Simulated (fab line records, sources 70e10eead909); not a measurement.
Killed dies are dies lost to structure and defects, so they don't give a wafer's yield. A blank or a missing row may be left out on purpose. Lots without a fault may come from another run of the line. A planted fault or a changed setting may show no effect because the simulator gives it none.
Chamber matching | flow nand_harc | NHARC_A_STAIRCASE_TRIM_20 on rie_diel-02: 4 sister chambers
The step chemistry O2, time 211.2 s. 4 wafers are shown with their chamber, then 12 later ones without.

WAFERS WITH THEIR CHAMBER
wafer  | chamber | showerhead_plenum_p_Torr (Torr)
L085.1 | 2       | 3.56
L088.1 | 1       | 3.62
L088.4 | 0       | 3.77
L088.5 | 3       | 3.28

WAFERS WITHOUT THEIR CHAMBER
wafer  | showerhead_plenum_p_Torr (Torr)
L089.2 | 3.61
L089.4 | 3.28
L089.5 | 3.77
L095.2 | 3.81
L095.3 | 3.61
L095.5 | 3.56
L097.1 | 3.56
L097.4 | 3.61
L097.6 | 3.77
L096.1 | 3.80
L096.2 | 3.77
L096.4 | 3.55

WHICH CHAMBER EACH WENT THROUGH
wafer  | from the rows above | in truth
L089.2 | 1                   | 1
L089.4 | 3                   | 3
L089.5 | 0                   | 0
L095.2 | 0                   | 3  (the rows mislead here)
L095.3 | 1                   | 1
L095.5 | 2                   | 2
L097.1 | 2                   | 2
L097.4 | 1                   | 1
L097.6 | 0                   | 0
L096.1 | 0                   | 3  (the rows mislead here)
L096.2 | 0                   | 0
L096.4 | 2                   | 2
Placed correctly: 10 of 12. Can't be placed from these rows: 0. Placed wrongly: 2.
How it was worked out, from the rows above alone: a wafer's distance from a chamber is the root of the sum, over the readings, of the square of ((its reading less the chamber's mean) divided by the reading's scatter). The wafer belongs to the nearest chamber; if the next one is less than 2 further off, it can't be placed. A chamber's mean is the mean of its shown wafers. The scatter: with one shown wafer a chamber, the root of the mean of the squares of how far each hidden wafer lies from its nearest shown one.
